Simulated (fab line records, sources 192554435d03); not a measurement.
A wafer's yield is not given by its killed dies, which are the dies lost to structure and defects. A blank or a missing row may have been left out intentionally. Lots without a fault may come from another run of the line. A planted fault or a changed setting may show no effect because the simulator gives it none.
The tool behind it: which one? | flow n5Finfet | 10 lots with 30 wafers sampled at 5 steps, on a route of 1938 steps

WHAT THE GAUGES SHOWED, per wafer
N5_BEOL_M4_RC_MEAS_101.
lot  | measured     | on        | DIBL_N (mV/V)
L948 | day 9 03:20  | prober-01 | 37.1 36.6 36.3
L949 | day 9 18:49  | prober-02 | 38.8 35.9 37.8
L952 | day 10 11:13 | prober-01 | 36.3 37.1 36.9
L954 | day 10 02:55 | prober-02 | 38.4 37.3 37.9
L955 | day 11 02:08 | prober-02 | 39.2 40.3 38.9
L958 | day 11 20:25 | prober-02 | 36.8 36.1 36.4
L961 | day 12 06:28 | prober-02 | 35.3 36.1 35.7
L964 | day 13 06:30 | prober-01 | 36.0 35.5 34.7
L965 | day 12 22:23 | prober-01 | 35.9 34.7 35.5
L967 | day 13 16:08 | prober-02 | 37.0 36.4 36.7

WHICH TOOL RAN EACH LOT (tool, then ch and the chambers of the sampled wafers, then the start)
lot  | N5_BEOL_M0_SPUTTER_134      | N5_BEOL_M0_ANNEAL_135       | N5_BEOL_M1_HM_DEP_02        | N5_BEOL_M1_COAT_61
L948 | pvdSputter-03, day 7 01:16  | pvdSputter-03, day 7 01:21  | pvdSputter-01, day 7 03:08  | lithoTrack-02 ch 0, day 7 03:16
L949 | pvdSputter-01, day 7 10:40  | pvdSputter-01, day 7 10:45  | pvdSputter-03, day 7 12:59  | lithoTrack-02 ch 0, day 7 13:07
L952 | pvdSputter-02, day 8 03:18  | pvdSputter-02, day 8 03:23  | pvdSputter-02, day 8 05:22  | lithoTrack-02 ch 0, day 8 05:30
L954 | pvdSputter-01, day 8 06:38  | pvdSputter-01, day 8 06:43  | pvdSputter-02, day 8 10:59  | lithoTrack-05 ch 0, day 8 11:06
L955 | pvdSputter-01, day 8 17:11  | pvdSputter-01, day 8 17:16  | pvdSputter-02, day 8 20:30  | lithoTrack-04 ch 0, day 8 20:37
L958 | pvdSputter-03, day 9 09:58  | pvdSputter-03, day 9 10:02  | pvdSputter-03, day 9 11:26  | lithoTrack-02 ch 0, day 9 11:33
L961 | pvdSputter-01, day 10 03:12 | pvdSputter-01, day 10 03:17 | pvdSputter-02, day 10 07:02 | lithoTrack-02 ch 0, day 10 07:10
L964 | pvdSputter-01, day 10 22:38 | pvdSputter-01, day 10 22:43 | pvdSputter-01, day 11 01:20 | lithoTrack-04 ch 0, day 11 01:27
L965 | pvdSputter-02, day 11 06:09 | pvdSputter-02, day 11 06:14 | pvdSputter-03, day 11 08:13 | lithoTrack-04 ch 0, day 11 08:20
L967 | pvdSputter-02, day 11 19:13 | pvdSputter-02, day 11 19:18 | pvdSputter-03, day 11 22:17 | lithoTrack-04 ch 0, day 11 22:25
- N5_BEOL_M0_SPUTTER_134: material Cu, target thk 4 nm, time 7.37 s.
- N5_BEOL_M0_ANNEAL_135: time 60 s.
- N5_BEOL_M1_HM_DEP_02: deposits TiN, target thk 20 nm.
- N5_BEOL_M1_COAT_61: time 60 s, resist thk 60 nm.

THE ANSWER, worked out from the rows above alone
Rule: the lots themselves supply what counts as usual. Put in order of their means at a reading, lots are off if they are a third of the lots or fewer, leave a main group of 4 or more, and stand apart from it by a gap of 3 or more times the standard deviation of the main group's means; of several such gaps the widest counts. A main group whose means are all the same, to the digits that the tables above print for the reading, isn't used. A lot without any number at a reading at which 4 lots or more have one is off too. The other lots that the step has rows for count as sound.
No lot is off at any reading shown: from this, nothing can be told.

WHAT HAD BEEN PUT IN BY THE SIMULATOR
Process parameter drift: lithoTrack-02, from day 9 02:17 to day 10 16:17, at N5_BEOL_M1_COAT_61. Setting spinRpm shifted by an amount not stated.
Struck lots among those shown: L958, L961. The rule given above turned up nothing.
